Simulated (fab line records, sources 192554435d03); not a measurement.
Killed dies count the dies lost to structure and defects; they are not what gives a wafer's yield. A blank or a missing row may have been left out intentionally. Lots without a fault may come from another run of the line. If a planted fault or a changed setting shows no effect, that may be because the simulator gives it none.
Chamber matching / flow n5-finfet / N5_HKMG_FIN_STRIP_89 on rie-diel-06 has 4 sister chambers
The step strips SOC in N2/H2, time 20 s. 4 wafers are shown with their chamber, then 10 later ones without.

WAFERS, EACH WITH ITS CHAMBER
wafer=L085.2; chamber=0; throttle-valve-pct (%)=19.7
wafer=L085.5; chamber=3; throttle-valve-pct (%)=19.1
wafer=L086.2; chamber=2; throttle-valve-pct (%)=18.9
wafer=L086.3; chamber=1; throttle-valve-pct (%)=18.6

WAFERS WITHOUT THEIR CHAMBER
wafer=L086.5; throttle-valve-pct (%)=19.8
wafer=L093.2; throttle-valve-pct (%)=18.7
wafer=L093.4; throttle-valve-pct (%)=19.2
wafer=L093.5; throttle-valve-pct (%)=19.2
wafer=L094.1; throttle-valve-pct (%)=19.8
wafer=L094.2; throttle-valve-pct (%)=19.2
wafer=L094.3; throttle-valve-pct (%)=18.7
wafer=L095.2; throttle-valve-pct (%)=19.8
wafer=L095.3; throttle-valve-pct (%)=19.2
wafer=L095.5; throttle-valve-pct (%)=19.8

WHICH CHAMBER EACH WENT THROUGH
wafer=L086.5; from the rows above=0; in truth=0
wafer=L093.2; from the rows above=can't be placed: 1 or 2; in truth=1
wafer=L093.4; from the rows above=3; in truth=3
wafer=L093.5; from the rows above=3; in truth=3
wafer=L094.1; from the rows above=0; in truth=0
wafer=L094.2; from the rows above=3; in truth=3
wafer=L094.3; from the rows above=can't be placed: 1 or 2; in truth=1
wafer=L095.2; from the rows above=0; in truth=0
wafer=L095.3; from the rows above=3; in truth=3
wafer=L095.5; from the rows above=0; in truth=0
Correct placement for 8 of the 10. Can't be placed from these rows: 2 (the true chamber is among the candidates in 2). Wrongly placed: 0.
How it was worked out, from the rows above alone: a wafer's distance from a chamber is the root of the sum, over the readings, of the square of ((its reading less the chamber's mean) divided by the reading's scatter). The wafer belongs to the nearest chamber; if the next one is less than 2 further off, it can't be placed. A chamber's mean is the mean of its shown wafers. The scatter (one wafer shown for each chamber): square how far every hidden wafer sits from the nearest shown wafer, average those squares and take the square root.
